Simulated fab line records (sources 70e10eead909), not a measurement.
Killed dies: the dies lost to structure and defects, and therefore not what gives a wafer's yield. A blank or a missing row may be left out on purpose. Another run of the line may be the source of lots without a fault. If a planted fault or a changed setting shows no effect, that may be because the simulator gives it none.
Chamber matching / flow nand harc / NHARC_A_STAIRCASE_ALD_420 on ald hk-03 has 4 sister chambers
The step deposits SiO2, target thk 20 nm, pulse time 6 s, ald cycles 200. 4 wafers are shown with their chamber, then 9 later ones without.

== EACH WAFER AND ITS CHAMBER ==
wafer=L092.6; chamber=3; heater power w (W)=466
wafer=L093.1; chamber=0; heater power w (W)=478
wafer=L093.3; chamber=1; heater power w (W)=526
wafer=L093.4; chamber=2; heater power w (W)=446

== WAFERS WITH NO CHAMBER GIVEN ==
wafer=L095.1; heater power w (W)=459
wafer=L095.2; heater power w (W)=474
wafer=L095.4; heater power w (W)=550
wafer=L096.3; heater power w (W)=466
wafer=L096.4; heater power w (W)=462
wafer=L096.6; heater power w (W)=455
wafer=L097.1; heater power w (W)=462
wafer=L097.2; heater power w (W)=478
wafer=L097.4; heater power w (W)=454

== EACH ONE'S CHAMBER ==
wafer=L095.1; from the rows above=can't be placed: 3 or 2 or 0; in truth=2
wafer=L095.2; from the rows above=can't be placed: 0 or 3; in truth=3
wafer=L095.4; from the rows above=1; in truth=1
wafer=L096.3; from the rows above=can't be placed: 3 or 0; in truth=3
wafer=L096.4; from the rows above=can't be placed: 3 or 0 or 2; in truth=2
wafer=L096.6; from the rows above=can't be placed: 2 or 3 or 0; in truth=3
wafer=L097.1; from the rows above=can't be placed: 3 or 0 or 2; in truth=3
wafer=L097.2; from the rows above=can't be placed: 0 or 3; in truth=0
wafer=L097.4; from the rows above=can't be placed: 2 or 3 or 0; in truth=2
Correct placement for 1 of the 9. Can't be placed from these rows: 8 (the true chamber is among the candidates in 8). Placed wrongly: 0.
How it was worked out, from the rows above alone: a wafer's distance from a chamber is the root of the sum, over the readings, of the square of ((its reading less the chamber's mean) divided by the reading's scatter). The wafer belongs to the nearest chamber; if the next one is less than 2 further off, it can't be placed. A chamber's mean is the mean of its shown wafers. The scatter: with one shown wafer a chamber, the root of the mean of the squares of how far each hidden wafer lies from its nearest shown one.
